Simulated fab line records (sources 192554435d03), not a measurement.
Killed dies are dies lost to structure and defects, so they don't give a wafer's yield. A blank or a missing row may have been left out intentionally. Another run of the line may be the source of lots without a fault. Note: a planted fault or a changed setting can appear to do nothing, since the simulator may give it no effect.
A struck lot beside a sound one -- flow n5_finfet -- 37 out of 1938 route steps
Sound: wafers L940.1, L940.4, L940.6. Wafers struck: L927.2, L927.4, L927.6. The cause comes at the end.
Per side, at each step with rows, come the tool, then ch with its chambers, and then its first start. Under that, the readings that differ: sound wafers -- struck wafers -- difference of the means -- sigmas: that difference in standard deviations of wafers without a fault.
alike: words and numbers the same on both sides, and readings whose means are apart by under 2 such deviations; not compared: readings that were withheld, readings missing a value for some wafer, numbers with overlapping values and no deviation given by the record, and bounds like >300 which may hide the same value.
The two part at a step that has a row with sigmas, a row that says differs or no value, or rows on one side only. Non-overlapping numbers with no deviation appear without sigmas and do not part them. Lack of a reading on every wafer of one side parts them only where that side has two or more wafers.

first, 9 steps without rows for these wafers: N5_BEOL_M4_ANNEAL_95 (time 240 s); N5_BEOL_M4_SPUTTER_96 (material Cu, target thk 4.5 nm, time 8.29 s); N5_BEOL_M4_ECD_50 (material Cu, target thk 300 nm); N5_BEOL_M4_ANNEAL_51 (time 90 s); N5_BEOL_M4_CMP_52 (polishes, stops on SiOC, t overpolish 6.8 s, target thk 40 nm); N5_BEOL_M4_PRE_CLEAN_60 (time 15 s); N5_BEOL_M4_CO_CAP_55 (material Co, precursor CCTBA/H2, target thk 2 nm, time 102.1 s); N5_BEOL_M4_PRE_CLEAN_56 (time 15 s); N5_BEOL_M4_DEP_57 (deposits SiCN from 3MS/NH3, target thk 8 nm, time 14 s).
N5_BEOL_M4_RC_MEAS_101:
  sound on prober-01 ch 0, day 13 20:33; struck on prober-02 ch 0, day 10 10:25
  alike: DIBL_N, DIBL_P, IOFF_N, IOFF_P, ION_N, ION_P, SS_N, SS_P, VT_N, VT_P
then, 24 steps without rows for these wafers: N5_BEOL_M5_ILD_DEP_00 (deposits SiCOH lowk from DEMS/porogen, target thk 140.64 nm, time 25.9 s); N5_BEOL_M5_CURE_79 (cures SiCOH lowk, time 240 s); N5_BEOL_M5_PECVD_70 (deposits SiO2 from TEOS/O2, target thk 16 nm, time 18 s); N5_BEOL_M5_HM_DEP_02 (deposits TiN, target thk 20 nm); N5_BEOL_M5_COAT_59 (time 60 s, resist thk 60 nm); N5_BEOL_M5_COAT_60 (time 60 s, resist thk 12 nm); N5_BEOL_M5_COAT_71 (time 60 s, resist thk 5 nm); N5_BEOL_M5_COAT_05 (resist thk 30 nm); N5_BEOL_M5_EBR_07; N5_BEOL_M5_SOFTBAKE_06 (time 60 s); N5_BEOL_M5_EXPOSE_08 (exposes mask M5, target cd 28 nm); N5_BEOL_M5_PEB_09 (peb time 60 s); N5_BEOL_M5_DEVELOP_10 (develop time 30 s); N5_BEOL_M5_DESCUM_16 (chemistry O2, time 7 s); N5_BEOL_M5_ETCH_72 (etches underlayer in N2/H2, target depth 6.5 nm, time 5.2 s); N5_BEOL_M5_ETCH_61 (etches SiARC in CF4, target depth 15.6 nm, time 26 s); N5_BEOL_M5_ETCH_62 (etches SOC in N2/H2, target depth 75 nm, overetch 15 nm, time 112.5 s); N5_BEOL_M5_STRIP_63 (strips in N2/H2); N5_BEOL_M5_STRIP_73 (strips in N2/H2); N5_BEOL_M5_STRIP_64 (strips in CF4); N5_BEOL_M5_HM_OPEN_17 (chemistry Cl2/BCl3, target TiN, target depth 20 nm, overetch 6 nm); N5_BEOL_M5_STRIP_19 (strips in O2); N5_BEOL_M5_COAT_65 (time 60 s, resist thk 60 nm); N5_BEOL_M5_COAT_66 (time 60 s, resist thk 12 nm).
-- record jumps: 4 days separate the struck wafers' starts on either side; left off in module BEOL_M5, taken up again in module PASSIVATION, whose first shown step is the route's number 1936 --
N5_PASSIVATION_VIA_ETCH_13: etches SiO2 in CHF3/O2, target depth 660 nm, time 330 s.
  sound on rie_diel-04 ch 0,2,3, day 18 10:58; struck on rie_diel-04 ch 0,1,2, day 14 07:46
  no value came back on the struck wafers for any of 8 readings (CHF3_flow_sccm (sccm), O2_flow_sccm (sccm) and others); on the sound wafers CHF3_flow_sccm (sccm) reads 50.11 49.90 50.13
reading,sound,struck,difference,sigmas
model.TV_OPEN.cd_offset_nm (nm),1.6 2.2 2.8,0.2 0 0.2,-2.1,
  not compared: rf_hours_counter_h, model.coat_of_PASSIVATION_COAT_04.thk_nm
N5_PASSIVATION_ETCH_15: etches SiCN in CF4/N2, target depth 75 nm, time 81.2 s.
  sound: rie_diel-04 ch 0,2,3; struck: rie_diel-04 ch 0,1,2
reading,sound,struck,difference,sigmas
oes_product_au (a.u.),0.95 0.78 0.88,0.34 0.31 0.27,-0.56,-6
model.TV_OPEN.cd_offset_nm (nm),1.4 2.2 2.8,0.2 0 0.4,-1.9,
  alike: bias_w, cf4_flow_sccm, drypump_motor_current_A, n2_flow_sccm, rf_vpp_V, showerhead_plenum_p_Torr, throttle_valve_pct
  not compared: rf_hours_counter_h
N5_PASSIVATION_PROBE_49:
  only the struck wafers here have rows in the record (prober-01, day 14 14:19); the sound ones have none

WHERE THEY PART
At N5_PASSIVATION_VIA_ETCH_13 first; at N5_PASSIVATION_PROBE_49 last (within this record only).

WHY: what had been put in by the simulator
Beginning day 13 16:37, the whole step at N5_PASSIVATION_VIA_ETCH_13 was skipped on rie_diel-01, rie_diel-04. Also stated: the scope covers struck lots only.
